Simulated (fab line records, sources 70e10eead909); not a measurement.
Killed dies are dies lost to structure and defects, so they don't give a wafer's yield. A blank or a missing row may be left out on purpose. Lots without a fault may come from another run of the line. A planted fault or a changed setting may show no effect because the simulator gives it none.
Chamber matching | flow nand_harc | NHARC_A_STAIRCASE_TRIM_20 on rie_diel-03: 4 sister chambers
The step chemistry O2, time 211.2 s. 8 wafers are shown with their chamber, then 7 later ones without.

WAFERS WITH THEIR CHAMBER
wafer  | chamber | drypump_motor_current_A (A) | oes_product_au (a.u.)
L079.2 | 2       | 5.5                         | 0.981
L084.5 | 0       | 6.1                         | 0.974
L084.6 | 1       | 5.7                         | 0.989
L085.1 | 3       | 5.1                         | 1.000
L085.2 | 1       | 5.8                         | 0.995
L085.4 | 0       | 6.1                         | 0.973
L087.1 | 3       | 5.1                         | 0.993
L087.4 | 2       | 5.5                         | 0.997

WAFERS WITHOUT THEIR CHAMBER
wafer  | drypump_motor_current_A (A) | oes_product_au (a.u.)
L087.6 | 5.8                         | 0.979
L089.3 | 5.8                         | 0.988
L089.4 | 5.1                         | 0.995
L089.6 | 5.1                         | 1.000
L094.2 | 5.5                         | 1.008
L094.3 | 5.1                         | 0.997
L094.5 | 6.1                         | 0.994

WHICH CHAMBER EACH WENT THROUGH
wafer  | from the rows above | in truth
L087.6 | 1                   | 1
L089.3 | 1                   | 1
L089.4 | 3                   | 3
L089.6 | 3                   | 3
L094.2 | 2                   | 2
L094.3 | 3                   | 3
L094.5 | 0                   | 0
Placed correctly: 7 of 7. Can't be placed from these rows: 0. Placed wrongly: 0.
How it was worked out, from the rows above alone: a wafer's distance from a chamber is the root of the sum, over the readings, of the square of ((its reading less the chamber's mean) divided by the reading's scatter). The wafer belongs to the nearest chamber; if the next one is less than 2 further off, it can't be placed. A chamber's mean is the mean of its shown wafers. The scatter: the root of (the sum of the squares of (reading less its chamber's mean) over the shown wafers, divided by (wafers less chambers)).
